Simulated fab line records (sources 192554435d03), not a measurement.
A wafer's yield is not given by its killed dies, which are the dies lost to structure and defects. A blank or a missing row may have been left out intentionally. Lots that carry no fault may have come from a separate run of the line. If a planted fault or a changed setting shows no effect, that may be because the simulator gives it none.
Split-lot study :: flow n5 finfet :: 21 wafers read from 7 lots, route of 1938 steps

== SPLIT DETAILS ==
At N5_BEOL_M2_ETCH_69 (etches SiARC in CF4, target depth 15.6 nm, time 26 s), the setting bias w was moved away from the recipe's 36 W on 7 of the 21 wafers read, by -16.9% to +11.5%. The other wafers ran this setting at the recipe's value.

Reading taken at the split's own step.

== THE READING ==
rf vpp V, in V, at N5_BEOL_M2_ETCH_69 (etches SiARC in CF4, target depth 15.6 nm, time 26 s). On this fab line, fault-free wafers typically give 184.5 V with a standard deviation of 1.1 V.

wafer: L075.2
tool, chamber at the split: rie diel-05, 3
bias w as run, W: 36
against the recipe: recipe
rf vpp V, V: 187.7
against lot-mates on the recipe: -

wafer: L075.3
tool, chamber at the split: rie diel-05, 2
bias w as run, W: 36
against the recipe: recipe
rf vpp V, V: 185.1
against lot-mates on the recipe: -

wafer: L075.5
tool, chamber at the split: rie diel-05, 1
bias w as run, W: 37.96
against the recipe: +5.4%
rf vpp V, V: 191.4
against lot-mates on the recipe: +5.0

wafer: L080.1
tool, chamber at the split: rie diel-04, 3
bias w as run, W: 36
against the recipe: recipe
rf vpp V, V: 184.8
against lot-mates on the recipe: -

wafer: L080.3
tool, chamber at the split: rie diel-04, 2
bias w as run, W: 36
against the recipe: recipe
rf vpp V, V: 184.0
against lot-mates on the recipe: -

wafer: L080.5
tool, chamber at the split: rie diel-04, 3
bias w as run, W: 36
against the recipe: recipe
rf vpp V, V: 185.0
against lot-mates on the recipe: -

wafer: L084.1
tool, chamber at the split: rie diel-01, 2
bias w as run, W: 29.91
against the recipe: -16.9%
rf vpp V, V: 163.9
against lot-mates on the recipe: -19.3

wafer: L084.4
tool, chamber at the split: rie diel-01, 3
bias w as run, W: 36
against the recipe: recipe
rf vpp V, V: 183.2
against lot-mates on the recipe: -

wafer: L084.5
tool, chamber at the split: rie diel-01, 2
bias w as run, W: 29.91
against the recipe: -16.9%
rf vpp V, V: 163.1
against lot-mates on the recipe: -20.1

wafer: L091.1
tool, chamber at the split: rie diel-01, 2
bias w as run, W: 30.62
against the recipe: -14.9%
rf vpp V, V: 166.1
against lot-mates on the recipe: -18.1

wafer: L091.3
tool, chamber at the split: rie diel-01, 0
bias w as run, W: 30.62
against the recipe: -14.9%
rf vpp V, V: 167.5
against lot-mates on the recipe: -16.7

wafer: L091.5
tool, chamber at the split: rie diel-01, 2
bias w as run, W: 36
against the recipe: recipe
rf vpp V, V: 184.2
against lot-mates on the recipe: -

wafer: L095.2
tool, chamber at the split: rie diel-01, 2
bias w as run, W: 36
against the recipe: recipe
rf vpp V, V: 184.7
against lot-mates on the recipe: -

wafer: L095.3
tool, chamber at the split: rie diel-01, 0
bias w as run, W: 36
against the recipe: recipe
rf vpp V, V: 183.6
against lot-mates on the recipe: -

wafer: L095.4
tool, chamber at the split: rie diel-01, 1
bias w as run, W: 36
against the recipe: recipe
rf vpp V, V: 183.5
against lot-mates on the recipe: -

wafer: L096.1
tool, chamber at the split: rie diel-01, 3
bias w as run, W: 36
against the recipe: recipe
rf vpp V, V: 185.0
against lot-mates on the recipe: -

wafer: L096.4
tool, chamber at the split: rie diel-01, 2
bias w as run, W: 36
against the recipe: recipe
rf vpp V, V: 184.3
against lot-mates on the recipe: -

wafer: L096.5
tool, chamber at the split: rie diel-01, 3
bias w as run, W: 36
against the recipe: recipe
rf vpp V, V: 182.5
against lot-mates on the recipe: -

wafer: L097.1
tool, chamber at the split: rie diel-05, 0
bias w as run, W: 40.15
against the recipe: +11.5%
rf vpp V, V: 198.6
against lot-mates on the recipe: +14.1

wafer: L097.2
tool, chamber at the split: rie diel-05, 1
bias w as run, W: 36
against the recipe: recipe
rf vpp V, V: 184.5
against lot-mates on the recipe: -

wafer: L097.6
tool, chamber at the split: rie diel-05, 2
bias w as run, W: 40.15
against the recipe: +11.5%
rf vpp V, V: 196.2
against lot-mates on the recipe: +11.7

THE FIT
A straight line over all 21 wafers: rf vpp V changes by +1.19 V for each +1% of bias w; r = +0.99; the points scatter about the line by 1.2 V.
The same after taking each lot's own level away (the mean of its wafers on the recipe; 21 wafers): +1.15 V for each +1%; r = +1.00; scatter 0.86 V.
On that fit, the largest move of bias w shifts the reading by 19 V.
Measured against the standard deviation above, the lots' own levels, which go from 183.20 to 186.40 V, span 2.9 times it.
Hence the lot-to-lot level has little effect on the slope; both slopes agree.
Check: for one of the wafers moved furthest among these (-16.9%), held out of the fit, the line's prediction against its lot-mates is -19.6 V. Against them it came out at -19.3 V.
Tool readings at the split's step, against how far the setting was moved: rf vpp V r = +0.99.

== THE FILE'S OWN FIT ==
rf vpp V changes by +1.14 V for each +1% of bias w, r = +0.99.
